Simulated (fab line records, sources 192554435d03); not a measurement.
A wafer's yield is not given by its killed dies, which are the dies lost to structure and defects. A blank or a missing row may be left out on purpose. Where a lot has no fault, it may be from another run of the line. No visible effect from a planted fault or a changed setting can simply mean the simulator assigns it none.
A lot that was struck, set against a sound lot :: flow n5Finfet :: 36 out of 1938 route steps
Sound: the wafers L118.2, L118.4, L118.6. Struck: wafer L124.4; the same lot's L124.6 was not struck, so it is left out; see the end for the cause.
At each step with rows: each side's tool, then ch and its chambers, then its first start. Under that, the readings that differ: sound wafers :: struck wafers :: difference of the means :: sigmas: that difference in standard deviations of wafers without a fault.
alike: same words and numbers on both sides, and readings whose means sit less than 2 such deviations apart. not compared: any withheld reading, any reading some wafer has no value for, any bound like >300 that may hide the same value, and any number with overlapping values for which the record gives no deviation.
A row with sigmas, a row that says differs or no value, or rows on one side alone: a step with any of these is where the two part. Non-overlapping numbers with no deviation appear without sigmas and do not part them. A reading missing from all wafers of one side parts the sides only when that side holds two or more wafers.

first, 9 steps without rows for these wafers: N5_MOL_CONTACT_COAG_SRD_128 (dry time 32 s); N5_MOL_CONTACT_COAG_CMP_52 (polishes, stops on SiO2, t overpolish 1.5 s, target thk 66.5 nm); N5_MOL_CONTACT_COAG_ANNEAL_112 (time 1800 s); N5_BEOL_M0_SAQP_PECVD_00 (deposits SiCN from 3MS/NH3, target thk 8 nm, time 14 s); N5_BEOL_M0_SAQP_ILD_DEP_01 (deposits SiOC from DEMS/O2, target thk 45.419 nm, time 8.7 s); N5_BEOL_M0_SAQP_HM_DEP_02 (deposits TiN, target thk 12 nm); N5_BEOL_M0_SAQP_PECVD_03 (deposits SiCN from 3MS/NH3, target thk 12 nm, time 21.1 s); N5_BEOL_M0_SAQP_PECVD_96 (deposits a-Si from SiH4/He, target thk 45 nm, time 45.2 s); N5_BEOL_M0_SAQP_PECVD_97 (deposits SiNx from SiH4/NH3/N2, target thk 23 nm, time 19.9 s).
N5_BEOL_M0_SAQP_PECVD_04: deposits a-Si from SiH4/He, target thk 60 nm, time 60.2 s.
  sound on pecvd-02 ch 0,2, day 7 03:07; struck on pecvd-02 ch 0, day 8 20:37
reading: model.a-Si_of_BEOL_M0_SAQP_PECVD_04.thkNm (nm)
sound: 59.6 60 61.2
struck: 44.4
difference: -15.9
sigmas: 
  alike: chamberPressureTorr, heaterPowerW, showerheadPlenumPTorr, throttleValvePct
N5_BEOL_M0_SAQP_THK_MEAS_05:
  sound: filmMetro-02 at day 7 03:13; struck: filmMetro-02 at day 8 20:43
reading: thkNm (nm)
sound: 59.5 60.0 61.1
struck: 44.4
difference: -15.8
sigmas: -21
then, 15 steps without rows for these wafers: N5_BEOL_M0_SAQP_HM_DEP_111 (deposits SiO2 from SiH4/N2O, target thk 12 nm, time 7.2 s); N5_BEOL_M0_SAQP_COAT_81 (time 60 s, resist thk 100 nm); N5_BEOL_M0_SAQP_COAT_82 (time 60 s, resist thk 30 nm); N5_BEOL_M0_SAQP_COAT_08 (resist thk 90 nm); N5_BEOL_M0_SAQP_EBR_10; N5_BEOL_M0_SAQP_SOFTBAKE_09 (time 60 s); N5_BEOL_M0_SAQP_EXPOSE_11 (exposes mask M0 CORE, target cd 42 nm); N5_BEOL_M0_SAQP_PEB_12 (peb time 60 s); N5_BEOL_M0_SAQP_DEVELOP_13 (develop time 30 s); N5_BEOL_M0_SAQP_DESCUM_19 (chemistry O2, time 7.9 s); N5_BEOL_M0_SAQP_ETCH_83 (etches SiARC in CF4, target depth 39 nm, time 65 s); N5_BEOL_M0_SAQP_ETCH_84 (etches SOC in N2/H2, target depth 100 nm, overetch 20 nm, time 150 s); N5_BEOL_M0_SAQP_STRIP_80 (strips in N2/H2); N5_BEOL_M0_SAQP_HM_OPEN_112 (chemistry CHF3/O2, target SiO2, stops on a-Si, target depth 12 nm, time 13.5 s); N5_BEOL_M0_SAQP_STRIP_113 (strips in CHF3/O2).
N5_BEOL_M0_SAQP_MANDREL_ETCH_20: etches a-Si in HBr/Cl2, stops on SiNx, target depth 60 nm, bt time 10 s, time 30 s.
  sound on rieSi-06 ch 0,1, day 7 03:57; struck on rieSi-04 ch 2, day 8 21:40
reading: oesProductAu (a.u.)
sound: 0.771 0.776 0.791
struck: 0.663
difference: -0.116
sigmas: -12

reading: model.etch.depthNm (nm)
sound: 59.53 60.02 61.08
struck: 44.34
difference: -15.87
sigmas: 
  alike: biasW, drypumpMotorCurrentA, heBacksideLeakSccm, throttleValvePct
  not compared: rfHoursCounterH
then, 5 steps without rows for these wafers: N5_BEOL_M0_SAQP_STRIP_86 (strips in N2/H2); N5_BEOL_M0_SAQP_STRIP_115 (strips in post etch residue remover, time 60 s); N5_BEOL_M0_SAQP_SRD_93 (time 30 s); N5_BEOL_M0_SAQP_RECESS_114 (chemistry HF/NH3, target SiO2, target depth 14.4 nm, afs cycles 3, sublimation time 60 s); N5_BEOL_M0_SAQP_SPACER1_ALD_98 (deposits SiO2, target thk 12.8 nm, pulse time 1 s, purge time 2 s).
N5_BEOL_M0_SAQP_SPACER1_ETCHBACK_99: etches SiO2 in CHF3/O2, target depth 15.4 nm, time 7.7 s.
  sound on rieDiel-04 ch 1,2, day 7 05:03; struck on rieDiel-02 ch 2, day 8 23:08
reading: model.a-Si_of_BEOL_M0_SAQP_PECVD_04.thkNm (nm)
sound: 59 59.4 60.4
struck: 43.8
difference: -15.8
sigmas: 
  alike: O2_flow_sccm, biasW, drypumpMotorCurrentA, oesProductAu, rfVppV, showerheadPlenumPTorr, throttleValvePct
  not compared: rfHoursCounterH
then, 1 step without rows for these wafers: N5_BEOL_M0_SAQP_MANDREL1_REMOVE_100 (chemistry HBr/Cl2/O2, target a-Si, stops on SiNx, bt time 10 s).
-- here the record skips 3 days between the struck wafers' starts before and after, leaving off in module BEOL_M0_SAQP and picking up in module BEOL_M4 (first step shown: number 1111 of the route) --
N5_BEOL_M4_RC_MEAS_101:
  sound on prober-01 ch 0, day 9 15:56; struck on prober-01 ch 0, day 11 12:07
reading: SS_N (mV/dec)
sound: 70.3 70.3 71.3
struck: 71.7
difference: +1.1
sigmas: +2
  alike: DIBL_N, DIBL_P, IOFF_N, IOFF_P, ION_N, ION_P, SS_P, VT_N, VT_P
N5_PASSIVATION_PROBE_49:
  rows exist in the record for the sound wafers here (prober-01, day 14 04:43), none for the struck ones

## WHERE THEY PART
At N5_BEOL_M0_SAQP_THK_MEAS_05 first; at N5_PASSIVATION_PROBE_49 last (within this record only).

WHY: what the simulator had put in
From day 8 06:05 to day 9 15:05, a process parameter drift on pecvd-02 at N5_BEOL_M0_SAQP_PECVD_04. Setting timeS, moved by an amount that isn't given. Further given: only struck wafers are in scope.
